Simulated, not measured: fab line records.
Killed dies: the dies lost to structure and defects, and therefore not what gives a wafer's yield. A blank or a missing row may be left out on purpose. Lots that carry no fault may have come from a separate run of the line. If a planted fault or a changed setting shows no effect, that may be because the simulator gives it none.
8D (eight disciplines) problem report, filled in by code || flow nand-harc || the parts of the form that need people (team, actions taken, sign-off) are left out

1. WHAT WENT WRONG
At NHARC_END_SORT_01, killed-at-array averages 672 over 3 wafers from 2 lots, while fault-free wafers read 25, standard deviation 9.5. Measured from the usual mean, that is +68 standard deviations.
First observed at day 21 17:40: wafer L386.4, on prober-01. The record holds 6 wafers of 2 lots with a number at this step. By rule, "out" or "out of limits" means more than 4 standard deviations away from the usual mean. All remaining wafers that have a number are taken as sound.

2. WHAT IT IS AND WHAT IT IS NOT
{"question": "which readings at this step", "is": "killed-at-array, killed-dies", "is not": "killed-at-other, killed-at-periphery, killed-open, killed-short"}
{"question": "which lots", "is": "L386, L393", "is not": "-"}
{"question": "which wafers of those lots", "is": "L386.4, L393.1, L393.4", "is not": "L386.3, L386.6, L393.2"}
{"question": "read on which gauges", "is": "prober-01", "is not": "-"}
{"question": "when", "is": "from day 21 17:40", "is not": "up to then (1 sound wafer); but 2 sound wafers of L386, L393 came after"}

3. THE SUSPECTS, EACH WITH WHAT RULES IT OUT
Counting: any tool at a process step up to the reading remains a suspect provided it ran every lot that is out. Sound lots after the first of them don't rule it out here, since some wafers of a struck lot are sound.
- the gauge at NHARC_END_SORT_01: kept. All the wafers that are out were read on prober-01, and no step on other tools shows them out.
- cvd-w-01 at NHARC_A_WL_FILL_CVD_03 (deposits W, target thk 40 nm, time 3302 s): kept. It ran every lot that is out, first L386 (day 17 09:34).
- pecvd-02 at NHARC_A_M1_DEP_33 (deposits SiCN, target thk 30 nm): kept. It ran every lot that is out, first L386 (day 20 04:38).
After the count, these remain: cvd-w-01 at NHARC_A_WL_FILL_CVD_03, pecvd-02 at NHARC_A_M1_DEP_33 and prober-01 at NHARC_END_SORT_01.

4. THE CAUSE (what the simulator had put in)
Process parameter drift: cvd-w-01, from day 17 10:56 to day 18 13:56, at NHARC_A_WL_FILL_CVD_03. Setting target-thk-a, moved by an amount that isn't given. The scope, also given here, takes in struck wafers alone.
Counting left 3 suspects, and this tool is among them.

5. SEQUENCE OF EFFECTS, ordered by route
Each row: a reading where the mean over the struck wafers with a number is more than 3 standard deviations away from the usual. Only readings whose record carries a usual standard deviation are examined. hours: median over the lots of the time between each lot's start at the first step of this table that gives one and its start at this step. sigmas: the change, counted in usual standard deviations.
{"hours": 0, "step": "NHARC_END_SORT_01", "reading": "killed-at-array", "usual": 25, "on struck wafers": 672, "change": "+647", "sigmas": "+68"}
{"hours": 0, "step": "NHARC_END_SORT_01", "reading": "killed-dies", "usual": 29, "on struck wafers": 676, "change": "+647", "sigmas": "+65"}

6. WHAT WOULD HAVE CAUGHT IT SOONER
The first out-of-limits reading at a measuring or inspecting step in this record came at day 21 17:40, 103 hours after the fault's start at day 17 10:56.
No tool reading at NHARC_A_WL_FILL_CVD_03 that has a usual standard deviation in the record was out on any struck wafer, so an alarm limit of 4 standard deviations on those readings would not have fired.
Each of the lots that are out, 2 in all, had begun NHARC_A_WL_FILL_CVD_03 on cvd-w-01 no later than day 21 17:40. Holding the tool at that point would not have protected any of them.
